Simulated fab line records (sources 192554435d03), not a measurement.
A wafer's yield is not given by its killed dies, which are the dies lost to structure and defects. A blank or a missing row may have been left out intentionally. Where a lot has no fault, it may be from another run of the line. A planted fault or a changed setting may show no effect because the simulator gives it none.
Matching of chambers || flow n5-finfet || cvd-co-01 running N5_BEOL_M3_PRE_CLEAN_60: 3 sister chambers
The step time 15 s. 27 wafers are shown with their chamber, then 12 later ones without.

## WAFERS WITH THEIR CHAMBER
{"wafer": "L074.1", "chamber": 1, "heater-power-w (W)": 69}
{"wafer": "L074.3", "chamber": 0, "heater-power-w (W)": 123}
{"wafer": "L074.5", "chamber": 0, "heater-power-w (W)": 125}
{"wafer": "L076.1", "chamber": 1, "heater-power-w (W)": 69}
{"wafer": "L076.3", "chamber": 0, "heater-power-w (W)": 125}
{"wafer": "L076.6", "chamber": 1, "heater-power-w (W)": 70}
{"wafer": "L077.1", "chamber": 0, "heater-power-w (W)": 123}
{"wafer": "L077.3", "chamber": 1, "heater-power-w (W)": 69}
{"wafer": "L077.5", "chamber": 1, "heater-power-w (W)": 68}
{"wafer": "L079.3", "chamber": 0, "heater-power-w (W)": 128}
{"wafer": "L079.4", "chamber": 1, "heater-power-w (W)": 69}
{"wafer": "L079.6", "chamber": 2, "heater-power-w (W)": 83}
{"wafer": "L081.2", "chamber": 1, "heater-power-w (W)": 70}
{"wafer": "L081.4", "chamber": 1, "heater-power-w (W)": 68}
{"wafer": "L081.5", "chamber": 2, "heater-power-w (W)": 83}
{"wafer": "L084.1", "chamber": 1, "heater-power-w (W)": 69}
{"wafer": "L084.3", "chamber": 2, "heater-power-w (W)": 83}
{"wafer": "L084.4", "chamber": 1, "heater-power-w (W)": 70}
{"wafer": "L087.2", "chamber": 0, "heater-power-w (W)": 127}
{"wafer": "L087.4", "chamber": 2, "heater-power-w (W)": 82}
{"wafer": "L087.6", "chamber": 1, "heater-power-w (W)": 72}
{"wafer": "L089.2", "chamber": 2, "heater-power-w (W)": 84}
{"wafer": "L089.4", "chamber": 1, "heater-power-w (W)": 71}
{"wafer": "L089.6", "chamber": 2, "heater-power-w (W)": 85}
{"wafer": "L091.2", "chamber": 2, "heater-power-w (W)": 84}
{"wafer": "L091.4", "chamber": 0, "heater-power-w (W)": 125}
{"wafer": "L091.6", "chamber": 1, "heater-power-w (W)": 69}

SIGNATURES (means of the wafers above)
{"reading": "heater-power-w", "chamber 0": 125.14, "chamber 1": 69.46, "chamber 2": 83.43, "scatter within a chamber": 1.32}
Rule: for each reading, subtract the chamber's mean from the wafer's reading, divide by that reading's scatter and square the result; add these up over the readings and take the root, which gives the wafer's distance from the chamber. If the next closest chamber is less than 2 further off than the closest, the wafer can't be placed; otherwise it belongs to the closest. The scatter: the root of (the sum of the squares of (reading less its chamber's mean) over the shown wafers, divided by (wafers less chambers)).

## WAFERS WHOSE CHAMBER IS MISSING
{"wafer": "L090.1", "heater-power-w (W)": 70}
{"wafer": "L090.5", "heater-power-w (W)": 85}
{"wafer": "L090.6", "heater-power-w (W)": 128}
{"wafer": "L093.3", "heater-power-w (W)": 127}
{"wafer": "L093.4", "heater-power-w (W)": 84}
{"wafer": "L093.5", "heater-power-w (W)": 129}
{"wafer": "L094.4", "heater-power-w (W)": 85}
{"wafer": "L094.5", "heater-power-w (W)": 67}
{"wafer": "L094.6", "heater-power-w (W)": 131}
{"wafer": "L095.1", "heater-power-w (W)": 85}
{"wafer": "L095.5", "heater-power-w (W)": 82}
{"wafer": "L095.6", "heater-power-w (W)": 127}

## WHICH CHAMBER EACH WENT THROUGH
{"wafer": "L090.1", "from the rows above": 1, "in truth": 1}
{"wafer": "L090.5", "from the rows above": 2, "in truth": 2}
{"wafer": "L090.6", "from the rows above": 0, "in truth": 0}
{"wafer": "L093.3", "from the rows above": 0, "in truth": 0}
{"wafer": "L093.4", "from the rows above": 2, "in truth": 2}
{"wafer": "L093.5", "from the rows above": 0, "in truth": 0}
{"wafer": "L094.4", "from the rows above": 2, "in truth": 2}
{"wafer": "L094.5", "from the rows above": 1, "in truth": 1}
{"wafer": "L094.6", "from the rows above": 0, "in truth": 0}
{"wafer": "L095.1", "from the rows above": 2, "in truth": 2}
{"wafer": "L095.5", "from the rows above": 2, "in truth": 2}
{"wafer": "L095.6", "from the rows above": 0, "in truth": 0}
12 of 12 placed correctly. Number that these rows cannot place: 0. Number placed wrongly: 0.
